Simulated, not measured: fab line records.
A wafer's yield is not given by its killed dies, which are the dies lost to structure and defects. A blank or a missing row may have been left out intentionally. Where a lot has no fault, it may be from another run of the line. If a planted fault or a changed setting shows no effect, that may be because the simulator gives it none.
Chamber matching || flow n5Finfet || N5_BEOL_M1_STRIP_36 on rieDiel-01 has 4 sister chambers
The step strips in N2/H2. 22 wafers are shown with their chamber, then 11 later ones without.

== EACH WAFER AND ITS CHAMBER ==
{"wafer": "L074.4", "chamber": 3, "showerheadPlenumPTorr (Torr)": 2.44, "throttleValvePct (%)": 23.54, "drypumpMotorCurrentA (A)": 5.7}
{"wafer": "L074.5", "chamber": 0, "showerheadPlenumPTorr (Torr)": 2.56, "throttleValvePct (%)": 23.45, "drypumpMotorCurrentA (A)": 5.3}
{"wafer": "L074.6", "chamber": 3, "showerheadPlenumPTorr (Torr)": 2.44, "throttleValvePct (%)": 23.56, "drypumpMotorCurrentA (A)": 5.7}
{"wafer": "L075.2", "chamber": 1, "showerheadPlenumPTorr (Torr)": 2.53, "throttleValvePct (%)": 23.42, "drypumpMotorCurrentA (A)": 5.5}
{"wafer": "L075.4", "chamber": 3, "showerheadPlenumPTorr (Torr)": 2.44, "throttleValvePct (%)": 23.58, "drypumpMotorCurrentA (A)": 5.7}
{"wafer": "L075.6", "chamber": 3, "showerheadPlenumPTorr (Torr)": 2.44, "throttleValvePct (%)": 23.54, "drypumpMotorCurrentA (A)": 5.7}
{"wafer": "L079.3", "chamber": 3, "showerheadPlenumPTorr (Torr)": 2.44, "throttleValvePct (%)": 23.57, "drypumpMotorCurrentA (A)": 5.7}
{"wafer": "L079.4", "chamber": 2, "showerheadPlenumPTorr (Torr)": 2.50, "throttleValvePct (%)": 24.15, "drypumpMotorCurrentA (A)": 5.4}
{"wafer": "L079.5", "chamber": 1, "showerheadPlenumPTorr (Torr)": 2.53, "throttleValvePct (%)": 23.42, "drypumpMotorCurrentA (A)": 5.6}
{"wafer": "L082.1", "chamber": 3, "showerheadPlenumPTorr (Torr)": 2.44, "throttleValvePct (%)": 23.52, "drypumpMotorCurrentA (A)": 5.7}
{"wafer": "L082.3", "chamber": 1, "showerheadPlenumPTorr (Torr)": 2.53, "throttleValvePct (%)": 23.45, "drypumpMotorCurrentA (A)": 5.6}
{"wafer": "L082.5", "chamber": 0, "showerheadPlenumPTorr (Torr)": 2.56, "throttleValvePct (%)": 23.42, "drypumpMotorCurrentA (A)": 5.3}
{"wafer": "L080.2", "chamber": 3, "showerheadPlenumPTorr (Torr)": 2.44, "throttleValvePct (%)": 23.57, "drypumpMotorCurrentA (A)": 5.7}
{"wafer": "L080.5", "chamber": 2, "showerheadPlenumPTorr (Torr)": 2.50, "throttleValvePct (%)": 24.10, "drypumpMotorCurrentA (A)": 5.4}
{"wafer": "L080.6", "chamber": 3, "showerheadPlenumPTorr (Torr)": 2.44, "throttleValvePct (%)": 23.56, "drypumpMotorCurrentA (A)": 5.7}
{"wafer": "L085.1", "chamber": 3, "showerheadPlenumPTorr (Torr)": 2.44, "throttleValvePct (%)": 23.54, "drypumpMotorCurrentA (A)": 5.7}
{"wafer": "L085.2", "chamber": 0, "showerheadPlenumPTorr (Torr)": 2.56, "throttleValvePct (%)": 23.47, "drypumpMotorCurrentA (A)": 5.3}
{"wafer": "L085.6", "chamber": 0, "showerheadPlenumPTorr (Torr)": 2.56, "throttleValvePct (%)": 23.42, "drypumpMotorCurrentA (A)": 5.3}
{"wafer": "L084.2", "chamber": 2, "showerheadPlenumPTorr (Torr)": 2.50, "throttleValvePct (%)": 24.13, "drypumpMotorCurrentA (A)": 5.4}
{"wafer": "L084.4", "chamber": 2, "showerheadPlenumPTorr (Torr)": 2.50, "throttleValvePct (%)": 24.10, "drypumpMotorCurrentA (A)": 5.4}
{"wafer": "L084.6", "chamber": 3, "showerheadPlenumPTorr (Torr)": 2.43, "throttleValvePct (%)": 23.54, "drypumpMotorCurrentA (A)": 5.7}
{"wafer": "L086.3", "chamber": 0, "showerheadPlenumPTorr (Torr)": 2.56, "throttleValvePct (%)": 23.44, "drypumpMotorCurrentA (A)": 5.3}

SIGNATURES (means of the wafers above)
{"reading": "showerheadPlenumPTorr", "chamber 0": 2.5600, "chamber 1": 2.5300, "chamber 2": 2.5000, "chamber 3": 2.4390, "scatter within a chamber": 0.00224}
{"reading": "throttleValvePct", "chamber 0": 23.4400, "chamber 1": 23.4300, "chamber 2": 24.1200, "chamber 3": 23.5520, "scatter within a chamber": 0.0202}
{"reading": "drypumpMotorCurrentA", "chamber 0": 5.300, "chamber 1": 5.567, "chamber 2": 5.400, "chamber 3": 5.700, "scatter within a chamber": 0.0192}
Rule: a wafer's distance from a chamber is the root of the sum, over the readings, of the square of ((its reading less the chamber's mean) divided by the reading's scatter). If the next closest chamber is less than 2 further off than the closest, the wafer can't be placed; otherwise it belongs to the closest. The scatter: the root of (the sum of the squares of (reading less its chamber's mean) over the shown wafers, divided by (wafers less chambers)).

== WAFERS MISSING THEIR CHAMBER ==
{"wafer": "L086.4", "showerheadPlenumPTorr (Torr)": 2.50, "throttleValvePct (%)": 24.10, "drypumpMotorCurrentA (A)": 5.3}
{"wafer": "L086.5", "showerheadPlenumPTorr (Torr)": 2.56, "throttleValvePct (%)": 23.47, "drypumpMotorCurrentA (A)": 5.3}
{"wafer": "L088.2", "showerheadPlenumPTorr (Torr)": 2.53, "throttleValvePct (%)": 23.46, "drypumpMotorCurrentA (A)": 5.5}
{"wafer": "L088.4", "showerheadPlenumPTorr (Torr)": 2.43, "throttleValvePct (%)": 23.58, "drypumpMotorCurrentA (A)": 5.6}
{"wafer": "L088.5", "showerheadPlenumPTorr (Torr)": 2.50, "throttleValvePct (%)": 24.13, "drypumpMotorCurrentA (A)": 5.4}
{"wafer": "L094.1", "showerheadPlenumPTorr (Torr)": 2.55, "throttleValvePct (%)": 23.48, "drypumpMotorCurrentA (A)": 5.3}
{"wafer": "L094.5", "showerheadPlenumPTorr (Torr)": 2.55, "throttleValvePct (%)": 23.51, "drypumpMotorCurrentA (A)": 5.3}
{"wafer": "L094.6", "showerheadPlenumPTorr (Torr)": 2.43, "throttleValvePct (%)": 23.59, "drypumpMotorCurrentA (A)": 5.7}
{"wafer": "L095.2", "showerheadPlenumPTorr (Torr)": 2.43, "throttleValvePct (%)": 23.56, "drypumpMotorCurrentA (A)": 5.6}
{"wafer": "L095.3", "showerheadPlenumPTorr (Torr)": 2.55, "throttleValvePct (%)": 23.46, "drypumpMotorCurrentA (A)": 5.3}
{"wafer": "L095.4", "showerheadPlenumPTorr (Torr)": 2.43, "throttleValvePct (%)": 23.58, "drypumpMotorCurrentA (A)": 5.7}

== EACH ONE'S CHAMBER ==
{"wafer": "L086.4", "from the rows above": 2, "in truth": 2}
{"wafer": "L086.5", "from the rows above": 0, "in truth": 0}
{"wafer": "L088.2", "from the rows above": 1, "in truth": 1}
{"wafer": "L088.4", "from the rows above": 3, "in truth": 3}
{"wafer": "L088.5", "from the rows above": 2, "in truth": 2}
{"wafer": "L094.1", "from the rows above": 0, "in truth": 0}
{"wafer": "L094.5", "from the rows above": 0, "in truth": 0}
{"wafer": "L094.6", "from the rows above": 3, "in truth": 3}
{"wafer": "L095.2", "from the rows above": 3, "in truth": 3}
{"wafer": "L095.3", "from the rows above": 0, "in truth": 0}
{"wafer": "L095.4", "from the rows above": 3, "in truth": 3}
Correct placement for 11 of the 11. Number that these rows cannot place: 0. Placed wrongly: 0.
